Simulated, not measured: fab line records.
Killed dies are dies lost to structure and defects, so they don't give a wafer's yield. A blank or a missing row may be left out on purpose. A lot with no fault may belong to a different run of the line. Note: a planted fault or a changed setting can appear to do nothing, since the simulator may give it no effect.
fab line records -- flow n5-finfet
[record] lots = 12, wafers = 32, last-day = 18
route steps=1938 shown BEOL_M0@729 BEOL_M4@1111 PASSIVATION@1936
lots untouched by any fault: they come from a run of this same line in which no faults occurred
start-h: hours from the record's opening day to when the first of the lot's shown wafers began -- wait-h: time in hours since the lot's previous step -- " identical to the entry in the row above -- L1.1+2: a row that stands for several wafers -- - value missing, or start not given -- * or withheld: withheld -- < > ~ a bound
route shown NAME@n: a module of which the file shows steps, and the number in the route of the first -- usual: average and standard deviation across the fault-free wafers -- same: alike in all rows -- chamber/n: place in a boat -- sites: readings site by site -- _std_site: the values' standard deviation -- _edge_site: inner sites' mean taken away from outer sites' mean -- radius-mm: for every site, how far away it sits from the centre of the wafer -- mask NAME#n: copy n -- behind: the last tool/chamber to shape the wafer -- hold: why the lot went on hold/how many hours it stayed there/how the hold came to an end -- device: the transistor (n, p or np) that didn't switch -- end of line: the same wafers' tests at the end of the route -- a step without rows: its recipe alone -- killed: dies that structure and defects cost at the first sort, which is not the same as the wafer's yield -- map: the dies of a wafer, with x for killed, . for not killed, _ for no die there
set.NAME: setting as actually run; set.NAME@STEP: the setting as run at that earlier step -- model.NAME: the simulator's own value behind a step, which no gauge read
a sample of lots followed through the steps of the route, with each step as a table and each wafer as a row
services: from which hour (start-h, from the record's first day; less than 0 if before it) a tool's chamber was out of use, for how many hours, and why
[[steps]]
[step N5_BEOL_M0_DEGAS_112]
[recipe] ambient = vacuum, temp-c = 250, time-s = 60
[usual] heater-power-w = 325/22
lot.wafer,tool,chamber,start-h,wait-h,heater-power-w
L535.2,pvd-sputter-02,-,133.43,0.4,325
L535.5,pvd-sputter-02,-,133.43,0.4,304
L535.6,pvd-sputter-02,-,133.43,0.4,373
L537.3,pvd-sputter-01,-,143.39,0.2,304
L537.4,pvd-sputter-01,-,143.39,0.2,301
L537.6,pvd-sputter-01,-,143.39,0.2,302
L538.1,pvd-sputter-01,-,150.33,0.3,332
L538.3,pvd-sputter-01,-,150.33,0.3,301
L538.4,pvd-sputter-01,-,150.33,0.3,310
L539.2,pvd-sputter-03,-,159.66,0.7,316
L539.3,pvd-sputter-03,-,159.66,0.7,327
L539.5,pvd-sputter-03,-,159.66,0.7,354
L540.3,pvd-sputter-01,-,166.18,0.3,342
L540.4,pvd-sputter-01,-,166.18,0.3,309
L540.6,pvd-sputter-01,-,166.18,0.3,321
L541.5,pvd-sputter-03,-,169.10,0.2,315
L541.6,pvd-sputter-03,-,169.10,0.2,352
L542.2,pvd-sputter-01,-,180.19,0.5,296
L542.4,pvd-sputter-01,-,180.19,0.5,333
L542.6,pvd-sputter-01,-,180.19,0.5,312
L543.1,pvd-sputter-03,-,183.05,0.1,310
L543.2,pvd-sputter-03,-,183.05,0.1,316
L543.6,pvd-sputter-03,-,183.05,0.1,353
L547.4,pvd-sputter-01,-,215.40,0.5,326
L547.6,pvd-sputter-01,-,215.40,0.5,308
L548.3,pvd-sputter-03,-,215.44,0.5,309
L548.5,pvd-sputter-03,-,215.44,0.5,314
L550.1,pvd-sputter-01,-,225.19,0.2,307
L550.3,pvd-sputter-01,-,225.19,0.2,333
L550.4,pvd-sputter-01,-,225.19,0.2,304
L555.2,pvd-sputter-01,-,258.62,1.9,313
L555.4,pvd-sputter-01,-,258.62,1.9,302
[step N5_BEOL_M0_ALD_136]
[recipe] material = TaN, target-thk-a = *, temp-c = 275, ald-precursor-family = PDMAT, ald-co-reactant = NH3, pressure-torr = 3, carrier-flow-sccm = 1500, pulse-time-s = 2, purge-time-s = 3, co-reactant-purge-time-s = 2, co-reactant-pulse-time-s = 3, ald-cycles = 30, precursor-vessel-temp-c = 75, precursor-vessel-pressure-torr = 26.25, precursor-vessel-carrier-sccm = 1000
[usual] co-reactant-pulse-time-s = 3/0, heater-power-w = 416/33
lot.wafer,tool,chamber,start-h,wait-h,co-reactant-pulse-time-s,heater-power-w,since-wet-clean-h
L535.2,ald-metal-01,2,133.53,0.0,3,448,1335
L535.5,ald-metal-01,0,133.53,0.0,3,429,-
L535.6,ald-metal-01,3,133.53,0.0,3,407,-
L537.3,ald-metal-03,2,143.49,0.0,3,450,5960
L537.4,ald-metal-03,3,143.49,0.0,3,356,5960
L537.6,ald-metal-03,0,143.49,0.0,3,427,-
L538.1,ald-metal-02,1,150.46,0.1,3,414,4429
L538.3,ald-metal-02,2,150.46,0.1,3,403,4429
L538.4,ald-metal-02,0,150.46,0.1,3,409,4429
L539.2,ald-metal-01,1,159.76,0.0,3,395,1361
L539.3,ald-metal-01,3,159.76,0.0,3,383,1361
L539.5,ald-metal-01,0,159.76,0.0,3,435,-
L540.3,ald-metal-03,1,166.28,0.0,3,478,5983
L540.4,ald-metal-03,2,166.28,0.0,3,450,5983
L540.6,ald-metal-03,3,166.28,0.0,3,343,-
L541.5,ald-metal-03,2,169.35,0.2,3,459,-
L541.6,ald-metal-03,1,169.35,0.2,3,494,-
L542.2,ald-metal-01,0,180.29,0.0,3,419,1382
L542.4,ald-metal-01,3,180.29,0.0,3,390,1382
L542.6,ald-metal-01,1,180.29,0.0,3,402,-
L543.1,ald-metal-01,1,183.21,0.1,3,401,1385
L543.2,ald-metal-01,3,183.21,0.1,3,391,1385
L543.6,ald-metal-01,1,183.21,0.1,3,396,-
L547.4,ald-metal-01,2,215.50,0.0,2.7177,445,1417
L547.6,ald-metal-01,1,215.50,0.0,3,399,-
L548.3,ald-metal-01,0,215.74,0.2,2.7177,423,1417
L548.5,ald-metal-01,1,215.74,0.2,3,399,-
L550.1,ald-metal-01,3,225.31,0.1,3,390,1427
L550.3,ald-metal-01,1,225.31,0.1,2.7177,400,1427
L550.4,ald-metal-01,0,225.31,0.1,2.7177,443,1427
L555.2,ald-metal-02,2,258.72,0.0,3,376,4537
L555.4,ald-metal-02,3,258.72,0.0,3,431,4537
[step N5_BEOL_M0_SPUTTER_132]
[recipe] material = Cu, target-thk-a = 40, temp-c = -20, chamber-pressure-pa = 0.07, power-w = withheld, time-s = 7.37
[usual] throttle-valve-pct = 30.2/0.96
lot.wafer,tool,chamber,start-h,wait-h,throttle-valve-pct
L535.2,pvd-sputter-01,-,134.57,0.0,30.4
L535.5,pvd-sputter-01,-,134.57,0.0,29.9
L535.6,pvd-sputter-01,-,134.57,0.0,28.7
L537.3,pvd-sputter-01,-,144.13,0.0,30.3
L537.4,pvd-sputter-01,-,144.13,0.0,30.3
L537.6,pvd-sputter-01,-,144.13,0.0,31.6
L538.1,pvd-sputter-02,-,153.06,0.0,29.5
L538.3,pvd-sputter-02,-,153.06,0.0,29.9
L538.4,pvd-sputter-02,-,153.06,0.0,30.1
L539.2,pvd-sputter-02,-,160.51,0.0,29.9
L539.3,pvd-sputter-02,-,160.51,0.0,30.1
L539.5,pvd-sputter-02,-,160.51,0.0,29.4
L540.3,pvd-sputter-02,-,167.75,0.0,31.6
L540.4,pvd-sputter-02,-,167.75,0.0,30.2
L540.6,pvd-sputter-02,-,167.75,0.0,30.1
L541.5,pvd-sputter-01,-,171.32,0.0,30.0
L541.6,pvd-sputter-01,-,171.32,0.0,30.3
L542.2,pvd-sputter-03,-,181.50,0.0,30.8
L542.4,pvd-sputter-03,-,181.50,0.0,29.4
L542.6,pvd-sputter-03,-,181.50,0.0,29.0
L543.1,pvd-sputter-01,-,185.35,0.0,30.1
L543.2,pvd-sputter-01,-,185.35,0.0,31.6
L543.6,pvd-sputter-01,-,185.35,0.0,30.1
L547.4,pvd-sputter-01,-,216.34,0.0,30.2
L547.6,pvd-sputter-01,-,216.34,0.0,28.6
L548.3,pvd-sputter-03,-,216.60,0.0,30.5
L548.5,pvd-sputter-03,-,216.60,0.0,30.8
L550.1,pvd-sputter-03,-,226.36,0.0,31.9
L550.3,pvd-sputter-03,-,226.36,0.0,29.6
L550.4,pvd-sputter-03,-,226.36,0.0,30.6
L555.2,pvd-sputter-03,-,259.40,0.0,31.7
L555.4,pvd-sputter-03,-,259.40,0.0,29.6
[step N5_BEOL_M0_ANNEAL_135]
[recipe] temp-c = 400, time-s = 60, ambient = vacuum
[usual] heater-power-w = 818/57, susceptor_temp_C_max = 401.0/0.41
lot.wafer,tool,chamber,start-h,wait-h,heater-power-w,susceptor_temp_C_max
L535.2,pvd-sputter-01,-,134.77,0.0,825,400.7
L535.5,pvd-sputter-01,-,134.77,0.0,750,400.7
L535.6,pvd-sputter-01,-,134.77,0.0,765,400.9
L537.3,pvd-sputter-01,-,144.33,0.0,806,401.0
L537.4,pvd-sputter-01,-,144.33,0.0,744,400.5
L537.6,pvd-sputter-01,-,144.33,0.0,777,401.3
L538.1,pvd-sputter-02,-,153.26,0.0,753,401.3
L538.3,pvd-sputter-02,-,153.26,0.0,939,401.0
L538.4,pvd-sputter-02,-,153.26,0.0,815,401.2
L539.2,pvd-sputter-02,-,160.71,0.0,922,401.2
L539.3,pvd-sputter-02,-,160.71,0.0,830,401.1
L539.5,pvd-sputter-02,-,160.71,0.0,761,401.5
L540.3,pvd-sputter-02,-,167.95,0.0,900,400.5
L540.4,pvd-sputter-02,-,167.95,0.0,809,401.7
L540.6,pvd-sputter-02,-,167.95,0.0,928,401.3
L541.5,pvd-sputter-01,-,171.50,0.0,750,400.5
L541.6,pvd-sputter-01,-,171.50,0.0,823,400.4
L542.2,pvd-sputter-03,-,181.70,0.0,798,400.9
L542.4,pvd-sputter-03,-,181.70,0.0,855,400.8
L542.6,pvd-sputter-03,-,181.70,0.0,863,401.2
L543.1,pvd-sputter-01,-,185.55,0.0,752,400.9
L543.2,pvd-sputter-01,-,185.55,0.0,799,401.2
L543.6,pvd-sputter-01,-,185.55,0.0,811,400.8
L547.4,pvd-sputter-01,-,216.54,0.0,743,400.6
L547.6,pvd-sputter-01,-,216.54,0.0,766,400.5
L548.3,pvd-sputter-03,-,216.80,0.0,774,400.8
L548.5,pvd-sputter-03,-,216.80,0.0,761,401.0
L550.1,pvd-sputter-03,-,226.56,0.0,788,400.7
L550.3,pvd-sputter-03,-,226.56,0.0,856,400.9
L550.4,pvd-sputter-03,-,226.56,0.0,785,400.7
L555.2,pvd-sputter-03,-,259.60,0.0,794,401.1
L555.4,pvd-sputter-03,-,259.60,0.0,905,400.7
[step N5_BEOL_M4_RC_MEAS_101]
[usual] DIBL_N = 36.1/2, DIBL_P = 36.3/2.5, IOFF_N = 0.16/0.037, IOFF_P = 0.21/0.039, ION_N = 678/15, ION_P = 465/8.7, SS_N = 71.4/0.7, SS_P = 73.3/0.74, VT_N = 249/3.6, VT_P = -250.0/2.9
lot.wafer,tool,chamber,start-h,wait-h,DIBL_N[mV/V],DIBL_P[mV/V],IOFF_N[nA/um],IOFF_P[nA/um],ION_N[uA/um],ION_P[uA/um],SS_N[mV/dec],SS_P[mV/dec],VT_N[mV],VT_P[mV]
L535.2,prober-02,0,181.22,0.2,33.3,30.4,0.09,0.15,643,452,70.6,72.3,257,-252.8
L535.5,prober-02,0,181.22,0.2,36.9,35.9,0.14,0.21,684,470,71.0,72.7,250,-250.1
L535.6,prober-02,0,181.22,0.2,33.6,30.2,0.09,0.14,642,443,70.6,71.8,258,-255.9
L537.3,prober-02,0,198.11,0.3,36.2,37.4,0.16,0.21,679,463,71.7,73.2,249,-253.5
L537.4,prober-02,0,198.11,0.3,34.6,35.8,0.13,0.18,671,466,71.1,72.5,256,-253.8
L537.6,prober-02,0,198.11,0.3,37.3,39.0,0.19,0.23,688,467,72.2,74.0,250,-251.7
L538.1,prober-01,0,198.46,0.1,34.8,35.2,0.14,0.18,687,470,71.5,72.7,251,-250.1
L538.3,prober-01,0,198.46,0.1,34.5,35.1,0.13,0.17,670,459,71.3,73.1,251,-251.9
L538.4,prober-01,0,198.46,0.1,38.4,40.7,0.21,0.27,687,472,72.4,74.3,244,-245.6
L539.2,prober-02,0,199.78,0.2,32.3,30.4,0.09,0.14,653,459,70.1,71.2,257,-253.7
L539.3,prober-02,0,199.78,0.2,34.5,33.9,0.12,0.18,666,465,71.4,73.0,251,-250.1
L539.5,prober-02,0,199.78,0.2,37.8,38.5,0.17,0.25,672,467,71.9,73.8,248,-247.8
L540.3,prober-02,0,233.23,0.3,38.9,40.1,0.20,0.21,675,456,72.3,73.5,250,-253.0
L540.4,prober-02,0,233.23,0.3,35.9,37.6,0.15,0.18,673,453,71.5,72.7,252,-254.6
L540.6,prober-02,0,233.23,0.3,36.7,38.4,0.16,0.19,670,452,72.0,72.8,252,-253.3
L541.5,prober-01,0,234.30,0.6,33.9,33.0,0.12,0.17,663,464,71.1,72.9,255,-251.0
L541.6,prober-01,0,234.30,0.6,37.4,38.3,0.17,0.26,678,469,71.9,74.4,249,-245.3
L542.2,prober-02,0,238.91,0.2,34.5,33.9,0.13,0.19,677,467,71.6,73.5,249,-249.3
L542.4,prober-02,0,238.91,0.2,36.6,35.8,0.16,0.22,685,462,72.0,73.9,246,-250.9
L542.6,prober-02,0,238.91,0.2,36.0,35.6,0.16,0.21,683,465,71.9,73.1,247,-249.6
L543.1,prober-01,0,255.86,0.0,34.2,32.9,0.12,0.19,666,463,70.9,72.2,253,-250.1
L543.2,prober-01,0,255.86,0.0,35.7,34.2,0.14,0.20,675,466,71.2,73.9,252,-249.2
L543.6,prober-01,0,255.86,0.0,39.3,38.5,0.20,0.28,667,456,73.3,73.9,247,-248.1
L548.3,prober-02,0,284.26,0.3,35.0,36.2,0.15,0.18,670,458,71.6,73.5,250,-254.3
L548.5,prober-02,0,284.26,0.3,32.9,34.0,0.13,0.16,675,461,70.4,71.8,248,-254.9
L547.4,prober-02,0,285.35,1.0,37.1,37.5,0.20,0.23,690,469,71.7,72.8,246,-248.3
L547.6,prober-02,0,285.35,1.0,38.4,39.5,0.22,0.27,697,469,72.0,74.3,242,-247.3
L550.1,prober-02,0,301.42,0.0,39.2,39.4,0.21,0.26,694,476,72.5,73.8,247,-247.5
L550.3,prober-02,0,301.42,0.0,35.9,35.9,0.14,0.21,666,457,71.6,73.8,250,-254.1
L550.4,prober-02,0,301.42,0.0,37.1,37.4,0.18,0.23,698,464,71.7,73.4,248,-250.2
L555.2,prober-02,0,313.26,0.2,34.2,34.1,0.13,0.18,676,466,70.1,73.3,251,-251.3
L555.4,prober-02,0,313.26,0.2,36.9,37.5,0.16,0.23,672,468,71.6,74.1,251,-249.1
[step N5_PASSIVATION_PROBE_49]
[usual] defect-limited-yield = 91.1/1.3, killed_at_M0_to_M3 = 32/9.7, killed_at_M4_up = 16/6, killed-at-contacts = 12/5.9, killed-at-front-end = 41/11, killed-at-other = 4/3.1, killed-dies = 104/16, killed-open = 68/12, killed-short = 34/7.4, sort_bin_5_function = 5.1/0.85, sort_bin_6_memory = 3.3/0.66, sort_bin_8_speed = 0.1/0.53, sort-n-pass = 1075/16, sort-yield-pct = 91.1/1.4
[same] gross-dies = 1180, killed-at-back-side = 0, sort_bin_4_leakage[%] = 0
lot.wafer,tool,chamber,start-h,wait-h,defect-limited-yield[%],killed_at_M0_to_M3,killed_at_M4_up,killed-at-contacts,killed-at-front-end,killed-at-other,killed-dies,killed-open,killed-short,sort_bin_5_function[%],sort_bin_6_memory[%],sort_bin_8_speed[%],sort-n-pass,sort-yield-pct[%]
L539.2,prober-01,-,321.42,0.1,89.2,48,15,23,34,7,127,79,42,5.8,4.4,0,1053,89.2
L539.3,prober-01,-,321.47,0.1,92.0,31,24,12,26,1,94,53,41,4.8,2.9,0,1086,92.0
L539.5,prober-01,-,321.57,0.2,92.7,27,19,9,25,6,86,63,23,4.2,2.9,0,1094,92.7
L540.3,prober-01,-,332.30,0.1,92.6,19,18,18,27,5,87,57,28,5.0,2.2,0,1093,92.6
L540.4,prober-01,-,332.35,0.2,91.1,21,20,11,53,0,105,58,46,5.8,2.7,0,1075,91.1
L540.6,prober-01,-,332.45,0.3,90.4,29,20,15,47,2,113,67,39,5.3,3.4,0,1067,90.4
L542.2,prober-02,-,346.97,0.1,93.5,25,11,7,31,3,77,47,21,2.9,2.9,0,1103,93.5
L542.4,prober-02,-,347.07,0.2,91.8,36,12,16,29,4,97,72,23,4.7,3.0,0,1083,91.8
L542.6,prober-02,-,347.17,0.3,92.5,29,15,12,30,2,88,56,32,4.8,2.3,0,1092,92.5
L543.1,prober-02,-,365.95,0.0,88.6,29,18,32,56,0,135,94,37,6.5,4.6,0,1045,88.6
L543.2,prober-02,-,366.00,0.1,92.5,19,14,11,42,2,88,57,30,4.2,2.9,0,1092,92.5
L543.6,prober-02,-,366.20,0.3,91.9,22,14,27,33,0,96,71,25,5.0,3.1,0,1084,91.9
L548.3,prober-02,-,394.75,0.1,91.4,21,16,12,49,3,101,67,34,5.5,2.6,0,1079,91.4
L548.5,prober-02,-,394.85,0.2,91.9,25,17,8,34,11,95,63,32,4.7,2.8,0,1085,91.9
L547.4,prober-02,-,399.10,0.2,88.7,43,11,14,57,8,133,81,48,5.4,4.9,0,1047,88.7
L547.6,prober-02,-,399.20,0.3,90.2,63,6,11,33,3,116,79,37,6.3,3.3,0,1064,90.2
L550.1,prober-01,-,412.94,0.0,91.0,30,9,9,55,3,106,58,38,4.7,3.3,0,1074,91.0
L550.3,prober-01,-,413.04,0.1,88.3,48,6,16,66,2,138,87,51,6.5,4.8,0,1042,88.3
L550.4,prober-01,-,413.09,0.2,90.8,37,14,11,42,4,108,67,30,4.7,3.4,0,1072,90.8
L555.2,prober-02,-,442.78,0.6,89.1,38,13,13,60,5,129,87,34,6.8,3.1,0,1051,89.1
L555.4,prober-02,-,442.88,0.7,91.1,40,9,8,48,0,105,60,43,5.1,3.5,0,1075,91.1
// killed by level:class
L539.2 MOL_CONTACT_COAG:geometric-particle:open=17 BEOL_M2:geometric-particle:open=12 STI_FIN_REVEAL:geometric-particle:open=11 BEOL_M0_SAQP:geometric-particle:short=10 BEOL_M0_SAQP:geometric-particle:open=8 MOL_CONTACT_COAG:geometric-particle:short=6 BEOL_M2:geometric-particle:short=5 FIN_SAQP:geometric-particle:short=4
L539.3 STI_FIN_REVEAL:geometric-particle:open=15 MOL_CONTACT_COAG:geometric-particle:open=9 BEOL_M0_SAQP:geometric-particle:short=9 BEOL_M4:geometric-particle:short=9 BEOL_M1:geometric-particle:open=5 FIN_SAQP:geometric-particle:open=4 BEOL_M0_SAQP:geometric-particle:open=4 MOL_CONTACT_COAG:geometric-particle:short=3
L539.5 BEOL_M4:geometric-particle:open=10 BEOL_M2:geometric-particle:open=9 MOL_CONTACT_COAG:geometric-particle:open=8 BEOL_M0_SAQP:geometric-particle:open=5 FIN_SAQP:geometric-particle:short=4 BEOL_M3:geometric-particle:open=4 BEOL_M8:geometric-particle:open=4 STARTING-WAFER:geometric-particle:short=4
L540.3 MOL_CONTACT_COAG:geometric-particle:open=15 FIN_SAQP:geometric-particle:short=11 BEOL_M4:geometric-particle:open=8 BEOL_M0_SAQP:geometric-particle:open=6 FIN_SAQP:geometric-particle:open=4 ILD0:geometric-particle:open=3 MOL_CONTACT_COAG:geometric-particle:short=3 BEOL_M0_SAQP:geometric-particle:short=3
L540.4 FIN_SAQP:geometric-particle:short=20 MOL_CONTACT_COAG:geometric-particle:open=10 BEOL_M4:geometric-particle:open=8 FIN_SAQP:geometric-particle:open=6 STARTING-WAFER:geometric-particle:short=5 BEOL_M2:geometric-particle:open=4 GATE_CUT:geometric-particle:short=4 BEOL_M0_SAQP:geometric-particle:open=4
L540.6 FIN_SAQP:geometric-particle:short=13 MOL_CONTACT_COAG:geometric-particle:open=13 FIN_SAQP:geometric-particle:open=9 BEOL_M0_SAQP:geometric-particle:short=9 DUMMY_GATE:geometric-particle:open=8 BEOL_M2:geometric-particle:open=6 BEOL_M0_SAQP:geometric-particle:open=5 BEOL_M4:geometric-particle:short=4
L542.2 BEOL_M1:geometric-particle:open=8 HKMG_FIN:area-etch=6 STI_FIN_REVEAL:geometric-particle:open=5 MOL_CONTACT_COAG:geometric-particle:open=5 BEOL_M0:geometric-particle:open=5 STI_FIN_REVEAL:geometric-particle:short=3 GATE_CUT:geometric-particle:open=3 BEOL_M1:geometric-particle:short=3
L542.4 STI_FIN_REVEAL:geometric-particle:open=16 MOL_CONTACT_COAG:geometric-particle:open=15 BEOL_M0_SAQP:geometric-particle:open=9 BEOL_M0_SAQP:geometric-particle:short=7 BEOL_M3:geometric-particle:open=7 BEOL_M4:geometric-particle:open=5 FIN_SAQP:geometric-particle:short=4 BEOL_M1:geometric-particle:open=4
L542.6 MOL_CONTACT_COAG:geometric-particle:open=11 BEOL_M0_SAQP:geometric-particle:short=9 STI_FIN_REVEAL:geometric-particle:open=7 BEOL_M8:geometric-particle:open=7 FIN_SAQP:geometric-particle:short=6 GATE_CUT:geometric-particle:short=6 BEOL_M3:geometric-particle:open=6 BEOL_M1:geometric-particle:open=5
L543.1 MOL_CONTACT_COAG:geometric-particle:open=20 FIN_SAQP:geometric-particle:open=14 BEOL_M2:geometric-particle:open=13 MOL_CONTACT_COAG:geometric-particle:short=10 BEOL_M4:geometric-particle:open=10 STI_FIN_REVEAL:geometric-particle:open=7 DUMMY_GATE:geometric-particle:open=7 FIN_SAQP:geometric-particle:short=6
L543.2 FIN_SAQP:geometric-particle:open=18 MOL_CONTACT_COAG:geometric-particle:open=8 BEOL_M0_SAQP:geometric-particle:open=5 FIN_SAQP:geometric-particle:short=4 STI_FIN_REVEAL:geometric-particle:open=4 DUMMY_GATE:geometric-particle:open=4 BEOL_M1:geometric-particle:open=3 MOL_CONTACT_COAG:geometric-particle:short=3
L543.6 MOL_CONTACT_COAG:geometric-particle:open=22 FIN_SAQP:geometric-particle:open=10 STI_FIN_REVEAL:geometric-particle:open=5 MOL_CONTACT_COAG:geometric-particle:short=5 BEOL_M0_SAQP:geometric-particle:open=5 BEOL_M2:geometric-particle:open=5 BEOL_M5:geometric-particle:open=5 FIN_SAQP:geometric-particle:short=4
L548.3 FIN_SAQP:geometric-particle:short=13 FIN_SAQP:geometric-particle:open=12 STI_FIN_REVEAL:geometric-particle:open=10 MOL_CONTACT_COAG:geometric-particle:open=10 BEOL_M4:geometric-particle:open=8 BEOL_M0_SAQP:geometric-particle:open=5 BEOL_M3:geometric-particle:open=5 BEOL_M2:geometric-particle:open=4
L548.5 FIN_SAQP:geometric-particle:open=11 STI_FIN_REVEAL:geometric-particle:open=8 BEOL_M0_SAQP:geometric-particle:short=6 BEOL_M3:geometric-particle:open=6 FIN_SAQP:geometric-particle:short=5 MOL_CONTACT_COAG:geometric-particle:open=5 BEOL_M0_SAQP:geometric-particle:open=5 BEOL_M4:geometric-particle:open=5
L547.4 FIN_SAQP:geometric-particle:open=14 MOL_CONTACT_COAG:geometric-particle:open=13 BEOL_M0_SAQP:geometric-particle:short=13 BEOL_M2:geometric-particle:open=11 FIN_SAQP:geometric-particle:short=10 BEOL_M0_SAQP:geometric-particle:open=7 BEOL_M3:geometric-particle:open=5 STI_FIN_REVEAL:geometric-particle:open=4
L547.6 BEOL_M2:geometric-particle:open=16 BEOL_M0_SAQP:geometric-particle:short=14 BEOL_M0_SAQP:geometric-particle:open=13 FIN_SAQP:geometric-particle:open=11 MOL_CONTACT_COAG:geometric-particle:open=10 FIN_SAQP:geometric-particle:short=8 BEOL_M3:geometric-particle:open=8 STI_FIN_REVEAL:geometric-particle:open=4
L550.1 HKMG_FIN:area-etch=10 FIN_SAQP:geometric-particle:short=9 STI_FIN_REVEAL:geometric-particle:open=9 BEOL_M3:geometric-particle:open=9 MOL_CONTACT_COAG:geometric-particle:open=6 ILD0:geometric-particle:short=5 BEOL_M1:geometric-particle:open=5 STI_FIN_REVEAL:geometric-particle:short=4
L550.3 FIN_SAQP:geometric-particle:open=20 FIN_SAQP:geometric-particle:short=18 BEOL_M3:geometric-particle:open=18 MOL_CONTACT_COAG:geometric-particle:open=15 DUMMY_GATE:geometric-particle:open=8 BEOL_M0_SAQP:geometric-particle:short=7 ILD0:geometric-particle:short=7 BEOL_M3:geometric-particle:short=5
L550.4 MOL_CONTACT_COAG:geometric-particle:open=10 BEOL_M1:geometric-particle:open=10 HKMG_FIN:area-etch=10 FIN_SAQP:geometric-particle:open=7 DUMMY_GATE:geometric-particle:open=7 BEOL_M3:geometric-particle:open=7 BEOL_M0_SAQP:geometric-particle:short=6 STI_FIN_REVEAL:geometric-particle:open=3
L555.2 FIN_SAQP:geometric-particle:open=18 FIN_SAQP:geometric-particle:short=14 MOL_CONTACT_COAG:geometric-particle:open=11 STI_FIN_REVEAL:geometric-particle:open=8 BEOL_M0_SAQP:geometric-particle:open=8 HKMG_FIN:area-etch=8 BEOL_M1:geometric-particle:open=7 BEOL_M3:geometric-particle:open=7
L555.4 STI_FIN_REVEAL:geometric-particle:open=12 BEOL_M0_SAQP:geometric-particle:short=12 FIN_SAQP:geometric-particle:short=9 FIN_SAQP:geometric-particle:open=9 BEOL_M1:geometric-particle:open=8 DUMMY_GATE:geometric-particle:open=6 MOL_CONTACT_COAG:geometric-particle:open=6 BEOL_M2:geometric-particle:open=5
[[services]]
tool,chamber,start-h,hours,kind
pvd-sputter-01,-,118.52,3.9,repair
ald-metal-03,-,129.05,2.8,pm
ald-metal-02,1,151.25,1.7,repair
ald-metal-02,-,151.83,8.7,pm
ald-metal-01,-,163.46,14.6,pm
ald-metal-02,-,178.46,6.0,pm
ald-metal-01,2,216.17,2.4,repair
ald-metal-02,3,226.31,2.8,repair
ald-metal-01,0,244.90,1.6,repair
ald-metal-02,2,249.40,6.7,repair
ald-metal-01,0,255.86,4.0,repair
[[key]]
[first-sign] step = N5_BEOL_M0_ALD_136, reading = co-reactant-pulse-time-s, direction = down, sigmas = 99+, usual = *, struck = *
effect none on later readings
met-at N5_BEOL_M0_ALD_136
struck-lots L547,L548,L550
struck-wafers L547.4,L548.3,L550.3,L550.4
[baseline-loss] step = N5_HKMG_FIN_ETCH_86, wafers = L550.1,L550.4
not-acting-at N5_BEOL_M0_DEGAS_112,N5_BEOL_M0_SPUTTER_132,N5_BEOL_M0_ANNEAL_135
onset-between 183.21 215.50
[fault] kind = process-parameter-drift, tool = ald-metal-01, chamber = -, onset-h = 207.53, steps = N5_BEOL_M0_ALD_136, channel = co-reactant-pulse-time-s, offset = *, shape = step, end-h = 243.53, scope = struck-wafers-only, acts-in = *, stated = *
// baseline-loss: these wafers lose ten dies or more at that step, a loss of the line's own and not of a fault; the sort's usual values leave them out
